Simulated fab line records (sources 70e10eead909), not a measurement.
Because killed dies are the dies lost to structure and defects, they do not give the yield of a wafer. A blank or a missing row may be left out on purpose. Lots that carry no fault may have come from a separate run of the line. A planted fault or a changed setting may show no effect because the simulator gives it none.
Struck lot and sound lot, side by side :: flow nandHarc :: 14 out of 1159 route steps
Sound: wafers L657.1, L657.2, L657.6. Struck: wafers L665.4, L665.5. (L665.3 of the same lot was not struck and is left out.) The cause comes at the end.
At each step with rows: each side's tool, then ch and its chambers, then its first start. Under that, the readings that differ: sound wafers :: struck wafers :: difference of the means :: sigmas: that difference in standard deviations of wafers without a fault.
alike: words and numbers the same on both sides, and readings whose means are apart by under 2 such deviations; not compared: readings that were withheld, readings missing a value for some wafer, numbers with overlapping values and no deviation given by the record, and bounds like >300 which may hide the same value.
A row with sigmas, a row that says differs or no value, or rows on one side alone: a step with any of these is where the two part. Numbers that don't overlap but have no deviation are shown without sigmas and don't part them. Lack of a reading on every wafer of one side parts them only where that side has two or more wafers.

NHARC_A_WL_FILL_CVD_03: deposits W, target thk 40 nm, time 3302 s.
  sound on cvdW-02 ch 0,1, day 14 23:50; struck on cvdW-01 ch 0, day 17 06:55
  alike: heaterPowerW, throttleValvePct
NHARC_A_WL_FILL_ETCHBACK_04: etches the open film in NF3, target depth 60 nm, time 120 s.
  sound on rieMetal-02 ch 0,1, day 15 03:07; struck on rieMetal-03 ch 1, day 17 09:20
reading: runLengthS (s)
sound: 141.2 141.2 141.0
struck: 141.7 142.5
difference: +1.0
sigmas: +2
  alike: drypumpMotorCurrentA, oesProductAu
  not compared: rfHoursCounterH
NHARC_A_WL_FILL_ETCHBACK_05: etches the open film in Cl2/BCl3, target depth 22 nm, time 60 s.
  sound on rieMetal-02 ch 0,1, day 15 03:22; struck on rieMetal-03 ch 1, day 17 09:32
  alike: drypumpMotorCurrentA, oesProductAu, runLengthS
  not compared: rfHoursCounterH
then, 6 steps without rows for these wafers: NHARC_A_WL_FILL_STRIP_27 (strips in N2/H2, time 20 s); NHARC_A_WL_FILL_STRIP_28 (strips in post etch residue remover, time 1200 s); NHARC_A_WL_FILL_PRECLEAN_06 (cleans in DIW, time 300 s); NHARC_A_WL_FILL_SRD_07; NHARC_A_WL_FILL_ANNEAL_08 (time 1800 s); NHARC_A_WL_FILL_ALD_10 (deposits SiO2, target thk 50 nm, pulse time 10 s, ald cycles 500).
NHARC_A_WL_FILL_ETCHBACK_16: etches the open film in C4F8/O2/Ar, target depth 88 nm, time 17.6 s.
  sound on rieDiel-10 ch 0,2,3; struck on rieDiel-09 ch 1,3
  alike: oesProductAu, rfVppV, runLengthS
  not compared: rfHoursCounterH
NHARC_A_WL_FILL_STRIP_29: strips in O2, time 20 s.
  sound on rieDiel-10 ch 2,3, day 15 13:38; struck on rieDiel-09 ch 1,3, day 17 19:35
  alike: drypumpMotorCurrentA, oesProductAu, rfVppV, showerheadPlenumPTorr, throttleValvePct
  not compared: rfHoursCounterH
NHARC_A_WL_FILL_ETCHBACK_17: etches the open film in Cl2/BCl3, target depth 4 nm, time 26.7 s.
  sound on rieMetal-03 ch 0, day 15 13:43; struck on rieMetal-02 ch 0, day 17 19:43
reading: runLengthS (s)
sound: 47.5 47.6 46.9
struck: 40.5 40.4
difference: -6.9
sigmas: -15
  alike: drypumpMotorCurrentA, oesProductAu
  not compared: rfHoursCounterH
then, 1 step without rows for these wafers: NHARC_A_WL_FILL_PRECLEAN_18 (cleans in dHF, time 30 s).
-- jump in the record: it breaks off in module A_WL_FILL and resumes in module END (first step shown: number 1159 of the route), and 4 days separate the struck wafers' starts before and after --
NHARC_END_SORT_01:
  the record has rows for the struck wafers here (prober-02 ch 0, day 21 14:52) and none for the sound ones

== WHERE THEY PART ==
First at NHARC_A_WL_FILL_ETCHBACK_04; last, within this record, at NHARC_END_SORT_01.

WHY: whatever the simulator had introduced
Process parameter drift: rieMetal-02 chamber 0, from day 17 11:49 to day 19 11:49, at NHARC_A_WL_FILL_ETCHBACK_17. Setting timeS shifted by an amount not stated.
